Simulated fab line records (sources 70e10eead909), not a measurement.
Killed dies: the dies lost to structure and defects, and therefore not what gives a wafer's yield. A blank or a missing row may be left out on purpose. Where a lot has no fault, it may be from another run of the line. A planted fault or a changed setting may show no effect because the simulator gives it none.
Matching of chambers | flow nandHarc | rieDiel-02 running NHARC_A_STAIRCASE_TRIM_20: 4 sister chambers
The step chemistry O2, time 211.2 s. 4 wafers are shown with their chamber, then 8 later ones without.

EACH WAFER AND ITS CHAMBER
wafer  | chamber | showerheadPlenumPTorr (Torr)
L083.2 | 0       | 3.45
L087.4 | 2       | 3.32
L087.5 | 1       | 3.32
L088.2 | 3       | 3.37

WAFERS WITH NO CHAMBER GIVEN
wafer  | showerheadPlenumPTorr (Torr)
L088.4 | 3.44
L088.5 | 3.37
L091.4 | 3.31
L091.5 | 3.37
L091.6 | 3.44
L095.1 | 3.44
L095.2 | 3.31
L095.3 | 3.31

WHICH CHAMBER EACH ONE RAN IN
wafer  | from the rows above     | in truth
L088.4 | 0                       | 0
L088.5 | 3                       | 3
L091.4 | can't be placed: 1 or 2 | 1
L091.5 | 3                       | 3
L091.6 | 0                       | 0
L095.1 | 0                       | 0
L095.2 | can't be placed: 1 or 2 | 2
L095.3 | can't be placed: 1 or 2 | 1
Correct placement for 5 of the 8. From these rows, 3 cannot be placed; in 3 the true chamber is one of the candidates. Number placed wrongly: 0.
How it was worked out, from the rows above alone: a wafer's distance from a chamber is the root of the sum, over the readings, of the square of ((its reading less the chamber's mean) divided by the reading's scatter). The wafer belongs to the nearest chamber; if the next one is less than 2 further off, it can't be placed. A chamber's mean is the mean of its shown wafers. The scatter: root of mean squared gap, hidden wafer to nearest shown wafer, with one shown wafer a chamber.
